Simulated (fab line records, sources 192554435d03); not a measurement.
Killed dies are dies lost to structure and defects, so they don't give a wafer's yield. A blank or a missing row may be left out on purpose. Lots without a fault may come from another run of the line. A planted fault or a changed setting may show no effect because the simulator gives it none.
fab line records | flow n5_finfet
record lots=5 wafers=15 last_day=16
route steps=1938 shown BEOL_M0_SAQP@692 BEOL_M0_CUTY@701
lots that met no fault: from a run of the same line without faults
start_h: hours from the record's first day to the start of the lot's first wafer shown | wait_h: hours since the lot's step before | " the same as in the row above | L1.1+2: a row that stands for several wafers | - no value, or no start given | * or withheld: withheld | < > ~ a bound
route shown NAME@n: a module of which the file shows steps, and the number in the route of the first | usual: mean/standard deviation of fault-free wafers | same: alike in all rows | chamber/n: place in a boat | sites: the reading at each site | _std_site: their standard deviation | _edge_site: outer sites' mean less inner sites' | radius_mm: how far each site lies from the wafer's centre | mask NAME#n: copy n | behind: the tool/chamber that last shaped the wafer | hold: why the lot was held/for how many hours/how that ended | device: the transistor (n, p or np) that didn't switch | end of line: the same wafers' tests at the end of the route | a step without rows: its recipe alone | killed: dies lost to structure and defects at the first sort, not the wafer's yield | map: a wafer's dies, x killed, . not, _ none there
set.NAME: the setting as run; set.NAME@STEP: as run at that earlier step | model.NAME: the simulator's own value behind a step, which no gauge read
lots at some steps of the route; a table a step, a row a wafer
services: from which hour (start_h, from the record's first day; less than 0 if before it) a tool's chamber was out of use, for how many hours, and why
## steps
# step N5_BEOL_M0_SAQP_DESCUM_45
# recipe chemistry=O2 time_s=7 source_power_w=50 bias_power_w=20 pressure_mtorr=20 rf_frequency_hz=2.712e+07 temp_c=40 resist=CAR-EUV o2_flow_sccm=225
# usual chamber_pressure_mTorr=20.000/0.021 drypump_motor_current_A=5.5/0.45 oes_product_au=0.79/0.1 rf_vpp_V=243.5/1.3 showerhead_plenum_p_Torr=2.11/0.068 throttle_valve_pct=20.35/0.24
# columns lot.wafer tool chamber start_h wait_h chamber_pressure_mTorr drypump_motor_current_A oes_product_au rf_hours_counter_h rf_vpp_V showerhead_plenum_p_Torr throttle_valve_pct
L075.2 rie_diel-01 2 123.16 0.0 19.978 5.4 0.73 159 242.4 2.09 20.54
L075.4 " 3 " " 20.029 5.7 0.72 178 245.5 2.16 20.29
L075.5 " 1 " " 19.972 6.0 0.68 - 242.2 2.06 20.35
L078.3 rie_diel-01 2 149.40 0.0 20.040 5.4 0.72 167 243.7 2.09 20.55
L078.4 " 1 " " 19.987 6.0 0.68 249 242.9 2.06 20.36
L078.6 " 1 " " 20.003 6.0 0.67 - 243.4 2.06 20.36
L083.1 rie_diel-04 1 166.96 0.0 19.988 5.1 0.69 246 243.6 2.13 20.32
L083.5 " 1 " " 19.999 5.1 0.68 - 244.9 2.13 20.32
L083.6 " 0 " " 19.966 5.4 0.95 - 242.7 2.06 20.27
L089.1 rie_diel-02 3 202.93 0.1 20.009 4.9 0.87 49 241.6 2.03 20.39
L089.3 " 2 " " 20.026 5.1 0.71 214 243.8 2.07 20.31
L089.4 " 0 " " 19.998 6.4 0.99 0 244.1 2.13 19.76
L094.1 rie_diel-04 0 236.50 0.0 19.985 5.4 0.89 34 241.8 2.05 20.29
L094.2 " 3 " " 20.002 5.9 0.69 233 241.7 1.98 20.87
L094.6 " 2 " " 19.973 4.7 0.87 - 245.3 2.21 20.18
# step N5_BEOL_M0_SAQP_ETCH_88
# recipe chemistry=N2/H2 target=underlayer target_depth_a=65 time_s=5.2 ion_energy_ev=200 mask_material=CAR-EUV pressure_mtorr=30 source_w=840 bias_w=150 n2_flow_sccm=200 h2_flow_sccm=200 ends=cleared
# usual chamber_pressure_mTorr=30.00/0.041 drypump_motor_current_A=5.5/0.45 etch_rf_on_time_s=5.15/0.15 oes_product_au=0.68/0.089 rf_vpp_V=524.4/2.5 showerhead_plenum_p_Torr=2.57/0.085 throttle_valve_pct=17.80/0.24
# columns lot.wafer tool chamber start_h wait_h chamber_pressure_mTorr drypump_motor_current_A etch_rf_on_time_s oes_product_au rf_hours_counter_h rf_vpp_V showerhead_plenum_p_Torr throttle_valve_pct
L075.2 rie_diel-01 2 123.19 0.0 29.97 5.4 5.24 0.63 159 524.1 2.56 18.13
L075.4 " 3 " " 29.96 5.7 5.04 0.62 178 524.9 2.62 17.69
L075.5 " 1 " " 30.02 6.0 5.12 0.59 - 524.1 2.48 17.61
L078.3 rie_diel-01 2 149.43 0.0 30.00 5.4 5.30 0.62 167 525.4 2.56 18.12
L078.4 " 1 " " 29.96 6.0 5.08 0.59 249 522.9 2.48 17.66
L078.6 " 1 " " 29.97 6.0 5.11 0.58 - 521.7 2.48 17.68
L083.1 rie_diel-04 1 167.00 0.0 29.95 5.1 5.25 0.60 246 526.2 2.61 17.94
L083.5 " 1 " " 30.03 5.1 5.23 0.59 - 525.3 2.61 17.93
L083.6 " 0 " " 30.07 5.4 5.13 0.81 - 524.3 2.49 17.58
L089.1 rie_diel-02 3 202.96 0.0 29.99 4.9 5.14 0.73 49 521.0 2.48 17.97
L089.3 " 2 " " 30.06 5.1 5.41 0.58 214 524.0 2.53 17.83
L089.4 " 0 " " 29.99 6.5 5.15 0.83 0 525.5 2.61 17.38
L094.1 rie_diel-04 0 236.53 0.0 29.98 5.3 5.15 0.77 34 521.2 2.48 17.64
L094.2 " 3 " " 29.98 5.9 5.32 0.58 233 519.7 2.40 18.17
L094.6 " 2 " " 30.08 4.7 5.01 0.76 - 526.9 2.71 17.76
# step N5_BEOL_M0_SAQP_ETCH_73
# recipe chemistry=CF4 target=SiARC target_depth_a=195 mask_material=CAR-EUV time_s=32.5 ion_energy_ev=80 pressure_mtorr=40 source_w=545 bias_w=36 Ar_flow_sccm=100 cf4_flow_sccm=100 ends=cleared
# usual chamber_pressure_mTorr=40.00/0.039 drypump_motor_current_A=5.5/0.44 etch_rf_on_time_s=32.2/0.95 mfc_ar_sccm=99.98/0.29 oes_product_au=0.68/0.09 rf_vpp_V=184.2/1.1 showerhead_plenum_p_Torr=2.16/0.069 throttle_valve_pct=15.58/0.25
# columns lot.wafer tool chamber start_h wait_h chamber_pressure_mTorr drypump_motor_current_A etch_rf_on_time_s mfc_ar_sccm oes_product_au rf_hours_counter_h rf_vpp_V showerhead_plenum_p_Torr throttle_valve_pct
L075.2 rie_diel-01 2 123.21 0.0 40.02 5.4 33.2 99.90 0.62 159 183.3 2.14 15.74
L075.4 " 3 " " 39.91 5.7 31.9 100.01 0.61 178 184.7 2.23 15.65
L075.5 " 1 " " 40.03 6.0 32.7 99.60 0.58 - 184.2 2.10 15.53
L078.3 rie_diel-01 2 149.45 0.0 39.99 5.4 32.9 100.31 0.62 167 185.1 2.13 15.74
L078.4 " 1 " " 39.98 6.0 31.8 100.22 0.59 249 184.1 2.10 15.55
L078.6 " 1 " " 40.04 6.0 31.8 100.59 0.59 - 184.3 2.10 15.55
L083.1 rie_diel-04 1 167.01 0.0 40.02 5.1 33.2 99.66 0.58 246 185.1 2.19 15.65
L083.5 " 1 " " 40.02 5.1 33.0 100.00 0.58 - 184.9 2.19 15.63
L083.6 " 0 " " 39.96 5.4 31.6 99.99 0.83 - 184.9 2.10 15.33
L089.1 rie_diel-02 3 202.98 0.0 39.99 5.0 31.9 99.55 0.74 49 183.3 2.10 15.66
L089.3 " 2 " " 40.03 5.1 33.8 100.48 0.59 214 184.1 2.12 15.54
L089.4 " 0 " " 39.98 6.5 31.5 100.04 0.85 0 184.3 2.18 14.98
L094.1 rie_diel-04 0 236.55 0.0 40.00 5.4 32.1 99.84 0.76 34 184.5 2.10 15.39
L094.2 " 3 " " 39.99 5.9 33.0 99.75 0.59 233 181.7 2.03 16.07
L094.6 " 2 " " 40.00 4.8 31.5 99.78 0.75 - 185.9 2.28 15.48
# step N5_BEOL_M0_SAQP_CUT_ETCH_46
# recipe chemistry=N2/H2 target=SOC target_depth_a=1350 overetch_a=270 temp_c=40 time_s=202.5 ion_energy_ev=200 mask_material=SiARC pressure_mtorr=30 source_w=840 bias_w=150 n2_flow_sccm=200 h2_flow_sccm=200
# usual chamber_pressure_mTorr=29.999/0.029 drypump_motor_current_A=5.5/0.45 rf_vpp_V=524.5/2.5 showerhead_plenum_p_Torr=2.57/0.085 throttle_valve_pct=17.75/0.24
# columns lot.wafer tool chamber start_h wait_h chamber_pressure_mTorr drypump_motor_current_A rf_hours_counter_h rf_vpp_V showerhead_plenum_p_Torr throttle_valve_pct
L075.2 rie_diel-01 2 123.24 0.0 30.069 5.4 159 524.4 2.56 18.08
L075.4 " 3 " " 30.022 5.7 178 526.5 2.63 17.64
L075.5 " 1 " " 29.997 6.0 - 522.3 2.48 17.57
L078.3 rie_diel-01 2 149.48 0.0 30.021 5.4 168 524.3 2.56 18.10
L078.4 " 1 " " 30.042 6.0 249 523.6 2.48 17.61
L078.6 " 1 " " 30.031 6.0 - 522.9 2.48 17.60
L083.1 rie_diel-04 1 167.05 0.0 30.050 5.1 247 525.3 2.61 17.89
L083.5 " 1 " " 29.995 5.1 - 524.8 2.61 17.90
L083.6 " 0 " " 30.011 5.4 - 522.6 2.49 17.54
L089.1 rie_diel-02 3 203.01 0.0 29.998 4.9 49 523.4 2.48 17.92
L089.3 " 2 " " 30.013 5.1 214 522.1 2.53 17.79
L089.4 " 0 " " 30.003 6.5 0 524.7 2.61 17.32
L094.1 rie_diel-04 0 236.58 0.0 29.967 5.4 34 522.2 2.48 17.58
L094.2 " 3 " " 29.961 5.9 233 518.2 2.39 18.13
L094.6 " 2 " " 29.966 4.8 - 528.7 2.71 17.71
# step N5_BEOL_M0_SAQP_STRIP_74
# recipe chemistry=N2/H2 temp_c=40 n2_flow_sccm=200 h2_flow_sccm=200 rf_frequency_hz=6e+07
# columns lot.wafer tool chamber start_h wait_h
L075.2+4+5 rie_diel-01 2,3,1 123.40 0.1
L078.3+4+6 rie_diel-01 2,1,1 149.64 0.1
L083.1+5+6 rie_diel-04 1,1,0 167.20 0.1
L089.1+3+4 rie_diel-02 3,2,0 203.17 0.1
L094.1+2+6 rie_diel-04 0,3,2 236.74 0.1
# step N5_BEOL_M0_SAQP_STRIP_89
# recipe chemistry=N2/H2 temp_c=40 n2_flow_sccm=200 h2_flow_sccm=200 rf_frequency_hz=6e+07
# columns lot.wafer tool chamber start_h wait_h
L075.2+4+5 rie_diel-01 2,3,1 123.41 0.0
L078.3+4+6 rie_diel-01 2,1,1 149.65 0.0
L083.1+5+6 rie_diel-04 1,1,0 167.21 0.0
L089.1+3+4 rie_diel-02 3,2,0 203.18 0.0
L094.1+2+6 rie_diel-04 0,3,2 236.75 0.0
# step N5_BEOL_M0_SAQP_ALD_48
# recipe material=SiO2 target_thk_a=200 temp_c=100 ald_precursor_family=BDEAS ald_co_reactant=O2-plasma pulse_time_s=1 co_reactant_pulse_time_s=1 purge_time_s=2 co_reactant_purge_time_s=2 ald_cycles=139 pressure_torr=2
# usual heater_power_outer_w=38/4 heater_power_w=75/9.3 precursor_pulse_height_rel=0.996/0.02
# same co_reactant_purge_time_s=2
# columns lot.wafer tool chamber start_h wait_h heater_power_outer_w heater_power_w precursor_pulse_height_rel
L075.2 ald_sin-04 1 123.55 0.1 37 76 1.000
L075.4 " 1 " " 38 76 1.019
L075.5 " 0 " " 33 66 0.987
L078.3 ald_sin-02 1 150.00 0.4 43 74 0.984
L078.4 " 2 " " 38 75 1.016
L078.6 " 3 " " 37 71 0.962
L083.1 ald_sin-03 2 167.25 0.0 35 65 1.002
L083.5 " 2 " " 35 65 0.977
L083.6 " 3 " " 44 82 1.014
L089.1 ald_sin-02 0 203.21 0.0 42 82 1.027
L089.3 " 2 " " 39 76 1.004
L089.4 " 3 " " 34 67 0.987
L094.1 ald_sin-03 0 236.78 0.0 36 69 0.983
L094.2 " 3 " " 44 82 0.999
L094.6 " 2 " " 35 64 0.970
# step N5_BEOL_M0_SAQP_ETCH_49
# recipe chemistry=CF4/O2 target_depth_a=370 target=SiO2 pressure_mtorr=40 source_w=535 bias_w=49 Ar_flow_sccm=100 cf4_flow_sccm=100 O2_flow_sccm=10 ion_energy_ev=100
# usual chamber_pressure_mTorr=40.00/0.048 drypump_motor_current_A=5.4/0.43 mfc_ar_sccm=100.02/0.28 oes_product_au=0.81/0.11 rf_vpp_V=240/3.1 showerhead_plenum_p_Torr=2.22/0.084 throttle_valve_pct=15.80/0.27
# columns lot.wafer tool chamber start_h wait_h chamber_pressure_mTorr drypump_motor_current_A mfc_ar_sccm oes_product_au rf_hours_counter_h rf_vpp_V showerhead_plenum_p_Torr throttle_valve_pct
L075.2 rie_diel-04 1 124.20 0.4 40.01 5.1 99.60 0.70 232 240 2.26 15.84
L075.4 " 1 " " 39.95 5.1 99.79 0.69 - 240 2.26 15.86
L075.5 " 2 " " 40.00 4.7 100.06 0.97 - 242 2.36 15.64
L078.3 rie_diel-04 1 150.53 0.3 39.99 5.1 100.02 0.69 240 240 2.25 15.86
L078.4 " 2 " " 39.94 4.7 99.47 0.92 12 240 2.36 15.66
L078.6 " 2 " " 40.04 4.7 100.29 0.92 - 240 2.36 15.65
L083.1 rie_diel-04 0 167.77 0.3 40.02 5.4 100.12 0.96 11 240 2.17 15.57
L083.5 " 0 " " 40.02 5.4 99.87 0.95 - 241 2.17 15.57
L083.6 " 1 " " 40.00 5.1 99.76 0.68 - 240 2.25 15.89
L089.1 rie_diel-01 1 203.74 0.3 39.99 6.0 100.13 0.97 8 244 2.16 15.28
L089.3 " 2 " " 39.95 5.5 100.53 0.72 186 236 2.19 16.00
L089.4 " 0 " " 39.97 5.3 100.35 0.82 85 242 2.31 15.76
L094.1 rie_diel-04 2 237.31 0.3 40.00 4.7 99.62 0.87 42 240 2.35 15.72
L094.2 " 3 " " 40.00 5.9 100.15 0.68 233 239 2.09 16.28
L094.6 " 0 " " 39.98 5.4 99.97 0.90 - 241 2.16 15.60
# step N5_BEOL_M0_SAQP_STRIP_75
# recipe chemistry=CF4 resist=SiARC power_w=300 bias_power_w=75 pressure_mtorr=50 cf4_flow_sccm=150 rf_frequency_hz=6e+07
# usual chamber_pressure_mTorr=49.99/0.049 drypump_motor_current_A=5.4/0.43 oes_product_au=0.186/0.025 rf_vpp_V=271.4/1.7 showerhead_plenum_p_Torr=1.81/0.066 throttle_valve_pct=13.5/0.31
# columns lot.wafer tool chamber start_h wait_h chamber_pressure_mTorr drypump_motor_current_A oes_product_au rf_hours_counter_h rf_vpp_V showerhead_plenum_p_Torr throttle_valve_pct
L075.2 rie_diel-04 1 124.30 0.1 50.01 5.1 0.161 232 270.3 1.84 13.6
L075.4 " 1 " " 49.96 5.1 0.164 - 271.8 1.84 13.6
L075.5 " 2 " " 49.97 4.7 0.217 - 274.5 1.92 13.3
L078.3 rie_diel-04 1 150.63 0.1 50.03 5.1 0.164 240 271.2 1.83 13.6
L078.4 " 2 " " 50.00 4.7 0.215 12 273.9 1.92 13.3
L078.6 " 2 " " 49.98 4.7 0.212 - 272.3 1.92 13.4
L083.1 rie_diel-04 0 167.87 0.1 49.98 5.4 0.215 11 270.7 1.77 13.3
L083.5 " 0 " " 50.01 5.4 0.218 - 271.2 1.77 13.3
L083.6 " 1 " " 50.00 5.1 0.159 - 271.6 1.83 13.6
L089.1 rie_diel-01 1 203.84 0.1 49.98 5.9 0.219 8 268.9 1.75 13.0
L089.3 " 2 " " 50.00 5.4 0.168 186 270.5 1.77 13.7
L089.4 " 0 " " 49.96 5.3 0.187 85 274.4 1.88 13.5
L094.1 rie_diel-04 2 237.41 0.1 49.99 4.7 0.195 42 274.1 1.91 13.4
L094.2 " 3 " " 50.02 5.9 0.160 233 269.1 1.72 14.1
L094.6 " 0 " " 50.13 5.4 0.204 - 271.2 1.76 13.3
# step N5_BEOL_M0_CUTY_COAT_50
# recipe resist=SiARC temp_c=220 time_s=60 spin_rpm=1500 resist_thk_nm=15
# columns lot.wafer tool chamber start_h wait_h
L075.2+4+5 litho_track-03 0 124.34 0.0
L078.3+4+6 litho_track-05 0 150.67 0.0
L083.1+5+6 litho_track-03 0 167.92 0.0
L089.1+3+4 litho_track-03 0 203.88 0.0
L094.1+2+6 litho_track-02 0 237.45 0.0
# step N5_BEOL_M0_CUTY_COAT_51
# recipe resist=CAR-ArF-block spin_rpm=1500 resist_thk_nm=150
# columns lot.wafer tool chamber start_h wait_h
L075.2+4+5 litho_track-03 0 - -
L078.3+4+6 litho_track-05 0 - -
L083.1+5+6 litho_track-03 0 - -
L089.1+3+4 litho_track-03 0 - -
L094.1+2+6 litho_track-02 0 - -
# step N5_BEOL_M0_CUTY_EBR_52
# recipe solvent=PGMEA ebr_width_mm=1.5
# columns lot.wafer tool chamber start_h wait_h
L075.2+4+5 litho_track-03 0 - -
L078.3+4+6 litho_track-05 0 - -
L083.1+5+6 litho_track-03 0 - -
L089.1+3+4 litho_track-03 0 - -
L094.1+2+6 litho_track-02 0 - -
# step N5_BEOL_M0_CUTY_SOFTBAKE_53
# recipe temp_c=110 time_s=60 resist=CAR-ArF-block
# columns lot.wafer tool chamber start_h wait_h
L075.2+4+5 litho_track-03 0 - -
L078.3+4+6 litho_track-05 0 - -
L083.1+5+6 litho_track-03 0 - -
L089.1+3+4 litho_track-03 0 - -
L094.1+2+6 litho_track-02 0 - -
# step N5_BEOL_M0_CUTY_EXPOSE_54
# recipe mask_id=M0_ABLK na=1.35 source_shape=conventional sigma_outer=0.8 polarization=unpolarized dose_mj=36
# columns lot.wafer tool chamber start_h wait_h mask
L075.2+4+5 arfi_scanner-01 0 124.57 - M0_ABLK#0
L078.3+4+6 arfi_scanner-03 0 150.91 - M0_ABLK#0
L083.1+5+6 arfi_scanner-03 0 168.14 - M0_ABLK#0
L089.1+3+4 arfi_scanner-03 0 204.11 - M0_ABLK#0
L094.1+2+6 arfi_scanner-03 0 237.55 - M0_ABLK#0
# step N5_BEOL_M0_CUTY_PEB_55
# recipe peb_temp_c=110 peb_time_s=60 resist=CAR-ArF-block
# columns lot.wafer tool chamber start_h wait_h
L075.2+4+5 litho_track-02 0 124.63 0.0
L078.3+4+6 litho_track-03 0 150.96 0.0
L083.1+5+6 litho_track-05 0 168.20 0.1
L089.1+3+4 litho_track-03 0 204.16 0.1
L094.1+2+6 litho_track-02 0 237.61 0.1
# step N5_BEOL_M0_CUTY_DEVELOP_56
# recipe develop_time_s=30 developer=TMAH resist=CAR-ArF-block rinse_liquid=diw dry=air_spin dev_temp_c=23
# columns lot.wafer tool chamber start_h wait_h
L075.2+4+5 litho_track-02 0 - -
L078.3+4+6 litho_track-03 0 - -
L083.1+5+6 litho_track-05 0 - -
L089.1+3+4 litho_track-03 0 - -
L094.1+2+6 litho_track-02 0 - -
# step N5_BEOL_M0_CUTY_CD_MEAS_57
# recipe target_cd_nm=200 landing_energy_ev=500 detector=se_inlens polarity=line
# usual cd_nm=200.0/0.78
# columns lot.wafer tool chamber start_h wait_h cd_nm
L075.2 cd_sem-03 0 124.69 - 201.2
L075.4 " 0 " " 200.5
L075.5 " 0 " " 200.0
L078.3 cd_sem-02 0 151.03 - 201.2
L078.4 " 0 " " 201.2
L078.6 " 0 " " 200.5
L083.1 cd_sem-03 0 168.26 - 199.4
L083.5 " 0 " " 199.6
L083.6 " 0 " " 199.7
L089.1 cd_sem-01 0 204.23 - 198.3
L089.3 " 0 " " 200.4
L089.4 " 0 " " 199.0
L094.1 cd_sem-02 0 237.67 - 199.8
L094.2 " 0 " " 199.0
L094.6 " 0 " " 198.8
# step N5_BEOL_M0_CUTY_OVL_MEAS_58
# recipe points_per_wafer=44
# usual M0_ABLK_OVL=0.1/0.7
# same points_per_wafer=44
# columns lot.wafer tool chamber start_h wait_h M0_ABLK_OVL[nm]
L075.2 overlay-01 0 124.72 0.0 -0.7
L075.4 " 0 " " -0.3
L075.5 " 0 " " -0.6
L078.3 overlay-01 0 151.06 0.0 0.0
L078.4 " 0 " " -0.1
L078.6 " 0 " " 0.6
L083.1 overlay-02 0 168.30 0.0 0.6
L083.5 " 0 " " 0.3
L083.6 " 0 " " 0.8
L089.1 overlay-02 0 204.26 0.0 1.8
L089.3 " 0 " " 0.6
L089.4 " 0 " " 0.9
L094.1 overlay-01 0 237.71 0.0 -0.3
L094.2 " 0 " " -0.2
L094.6 " 0 " " 0.8
# step N5_BEOL_M0_CUTY_INSPECT_59
# recipe mode=adi inspect_instrument=macro
# usual raw_defect_count=1.9/1.3
# columns lot.wafer tool chamber start_h wait_h raw_defect_count
L075.2 defect_inspect-01 - 124.75 0.0 2
L075.4 " - " " 0
L075.5 " - " " 1
L078.3 defect_inspect-01 - 151.08 0.0 2
L078.4 " - " " 1
L078.6 " - " " 0
L083.1 defect_inspect-02 - 168.32 0.0 1
L083.5 " - " " 3
L083.6 " - " " 0
L089.1 defect_inspect-01 - 204.29 0.0 0
L089.3 " - " " 1
L089.4 " - " " 2
L094.1 defect_inspect-02 - 237.73 0.0 0
L094.2 " - " " 1
L094.6 " - " " 1
# step N5_BEOL_M0_CUTY_DESCUM_61
# recipe chemistry=O2 time_s=7.9 source_power_w=50 bias_power_w=20 pressure_mtorr=20 rf_frequency_hz=2.712e+07 temp_c=40 resist=CAR-ArF-block o2_flow_sccm=225
# usual chamber_pressure_mTorr=20.000/0.017 drypump_motor_current_A=5.6/0.45 oes_product_au=0.78/0.091 rf_vpp_V=243.0/1.4 showerhead_plenum_p_Torr=2.09/0.08 throttle_valve_pct=20.38/0.21
# columns lot.wafer tool chamber start_h wait_h chamber_pressure_mTorr drypump_motor_current_A oes_product_au rf_hours_counter_h rf_vpp_V showerhead_plenum_p_Torr throttle_valve_pct
L075.2 rie_diel-05 3 124.78 0.0 19.993 5.2 0.68 249 242.6 2.05 20.74
L075.4 " 2 " " 20.007 5.7 0.76 170 245.7 2.18 20.07
L075.5 " 2 " " 20.009 5.7 0.76 - 244.6 2.18 20.07
L078.3 rie_diel-06 3 151.11 0.0 20.025 6.4 0.72 186 241.9 1.99 20.31
L078.4 " 1 " " 20.011 5.4 0.77 125 244.0 2.09 20.09
L078.6 " 2 " " 19.999 5.7 0.67 - 240.5 1.98 20.47
L083.1 rie_diel-06 3 168.46 0.1 19.978 6.4 0.71 194 240.7 1.99 20.32
L083.5 " 3 " " 20.009 6.4 0.72 - 240.7 1.99 20.32
L083.6 " 1 " " 20.013 5.4 0.77 - 243.6 2.09 20.12
L089.1 rie_diel-06 2 204.32 0.0 19.997 5.6 0.94 7 242.2 2.24 20.19
L089.3 " 3 " " 20.001 6.4 0.70 209 241.4 1.99 20.35
L089.4 " 1 " " 19.990 5.4 0.76 147 244.0 2.08 20.13
L094.1 rie_diel-06 2 238.22 0.5 19.995 5.7 0.91 20 244.5 2.23 20.20
L094.2 " 3 " " 19.984 6.4 0.69 223 242.4 1.98 20.36
L094.6 " 1 " " 19.990 5.4 0.75 - 244.0 2.08 20.14
# step N5_BEOL_M0_CUTY_ETCH_62
# recipe chemistry=CF4 target=SiARC mask_material=CAR-ArF-block time_s=58.5 ion_energy_ev=80 pressure_mtorr=40 source_w=545 bias_w=36 Ar_flow_sccm=100 cf4_flow_sccm=100 ends=cleared
# usual chamber_pressure_mTorr=40.00/0.035 drypump_motor_current_A=5.6/0.46 etch_rf_on_time_s=58.3/1.3 mfc_ar_sccm=100.1/0.31 oes_product_au=0.67/0.075 rf_vpp_V=184.0/1.2 showerhead_plenum_p_Torr=2.13/0.073 throttle_valve_pct=15.55/0.18
# columns lot.wafer tool chamber start_h wait_h chamber_pressure_mTorr drypump_motor_current_A etch_rf_on_time_s mfc_ar_sccm oes_product_au rf_hours_counter_h rf_vpp_V showerhead_plenum_p_Torr throttle_valve_pct
L075.2 rie_diel-05 3 124.82 0.0 40.03 5.2 57.3 99.8 0.59 249 182.5 2.11 16.01
L075.4 " 2 " " 40.02 5.6 57.7 99.8 0.65 170 185.1 2.22 15.31
L075.5 " 2 " " 40.01 5.7 57.4 100.1 0.65 - 186.1 2.22 15.32
L078.3 rie_diel-06 3 151.15 0.0 39.99 6.4 58.5 100.1 0.62 186 183.3 2.04 15.59
L078.4 " 1 " " 39.97 5.4 57.4 99.7 0.67 125 183.8 2.14 15.32
L078.6 " 2 " " 39.96 5.7 60.8 100.4 0.57 - 182.5 2.02 15.76
L083.1 rie_diel-06 3 168.50 0.0 39.96 6.4 58.6 99.1 0.61 194 182.6 2.04 15.60
L083.5 " 3 " " 40.11 6.4 58.4 100.1 0.61 - 183.0 2.04 15.60
L083.6 " 1 " " 39.98 5.4 57.0 99.9 0.67 - 186.4 2.14 15.35
L089.1 rie_diel-06 2 204.36 0.0 40.04 5.6 59.5 100.1 0.81 7 186.0 2.27 15.29
L089.3 " 3 " " 40.02 6.5 58.5 100.2 0.61 209 182.5 2.04 15.63
L089.4 " 1 " " 39.99 5.4 56.5 100.1 0.66 147 183.5 2.13 15.37
L094.1 rie_diel-06 2 238.26 0.0 40.03 5.7 59.7 100.4 0.76 20 184.0 2.27 15.35
L094.2 " 3 " " 39.98 6.5 59.3 99.5 0.59 223 182.7 2.03 15.66
L094.6 " 1 " " 40.01 5.4 57.4 99.8 0.66 - 184.2 2.13 15.41
# step N5_BEOL_M0_CUTY_ETCH_63
# recipe chemistry=N2/H2 target=SOC target_depth_a=827 overetch_a=165 mask_material=SiARC temp_c=40 ion_energy_ev=200 time_s=124 pressure_mtorr=30 source_w=840 bias_w=150 n2_flow_sccm=200 h2_flow_sccm=200
# usual chamber_pressure_mTorr=29.999/0.029 drypump_motor_current_A=5.6/0.45 oes_product_au=0.64/0.07 rf_vpp_V=523.5/2.7 showerhead_plenum_p_Torr=2.53/0.092 throttle_valve_pct=17.72/0.22
# columns lot.wafer tool chamber start_h wait_h chamber_pressure_mTorr drypump_motor_current_A oes_product_au rf_hours_counter_h rf_vpp_V showerhead_plenum_p_Torr throttle_valve_pct
L075.2 rie_diel-05 3 124.86 0.0 30.027 5.2 0.55 249 522.7 2.50 18.20
L075.4 " 2 " " 29.961 5.7 0.62 170 526.2 2.63 17.47
L075.5 " 2 " " 29.997 5.6 0.61 - 528.1 2.63 17.45
L078.3 rie_diel-06 3 151.20 0.0 29.943 6.4 0.60 186 518.8 2.42 17.71
L078.4 " 1 " " 29.986 5.4 0.63 126 523.7 2.54 17.39
L078.6 " 2 " " 30.009 5.7 0.56 - 519.6 2.40 17.89
L083.1 rie_diel-06 3 168.54 0.0 30.032 6.4 0.59 194 521.1 2.41 17.71
L083.5 " 3 " " 30.018 6.5 0.59 - 518.9 2.41 17.73
L083.6 " 1 " " 29.955 5.4 0.64 - 524.3 2.54 17.39
L089.1 rie_diel-06 2 204.40 0.0 30.010 5.6 0.77 7 528.9 2.72 17.50
L089.3 " 3 " " 30.055 6.5 0.58 209 521.4 2.41 17.77
L089.4 " 1 " " 30.057 5.4 0.63 147 522.5 2.53 17.43
L094.1 rie_diel-06 2 238.30 0.0 29.978 5.6 0.74 21 529.2 2.71 17.51
L094.2 " 3 " " 30.005 6.4 0.58 223 519.7 2.40 17.78
L094.6 " 1 " " 30.025 5.4 0.62 - 523.3 2.53 17.44
## services
# columns tool chamber start_h hours kind
rie_diel-04 0 116.36 - clean
rie_diel-04 0 116.36 - consumable_replace:focus_ring
rie_diel-04 0 116.36 15.9 scheduled_down
rie_diel-04 0 116.36 15.9 vent_cycle
arfi_scanner-03 - 127.00 1.3 pm
arfi_scanner-03 - 136.73 1.0 pm
ald_sin-02 0 151.45 4.1 repair
arfi_scanner-03 - 153.84 0.3 repair
arfi_scanner-03 - 158.81 0.4 repair
arfi_scanner-01 - 164.17 0.8 pm
rie_diel-05 2 169.34 16.3 repair
rie_diel-05 0 170.33 5.8 repair
ald_sin-02 1 171.39 20.0 repair
ald_sin-02 - 177.03 14.0 pm
rie_diel-04 1 178.16 - clean
rie_diel-04 1 178.16 - consumable_replace:focus_ring
arfi_scanner-03 - 184.30 4.9 pm
rie_diel-01 1 187.31 5.4 repair
arfi_scanner-03 - 195.92 0.8 pm
ald_sin-03 - 217.38 14.6 pm
arfi_scanner-01 - 218.47 1.3 pm
arfi_scanner-03 - 220.97 1.0 pm
rie_diel-02 0 227.10 2.8 repair
arfi_scanner-01 - 237.10 3.1 pm
## key
fault none
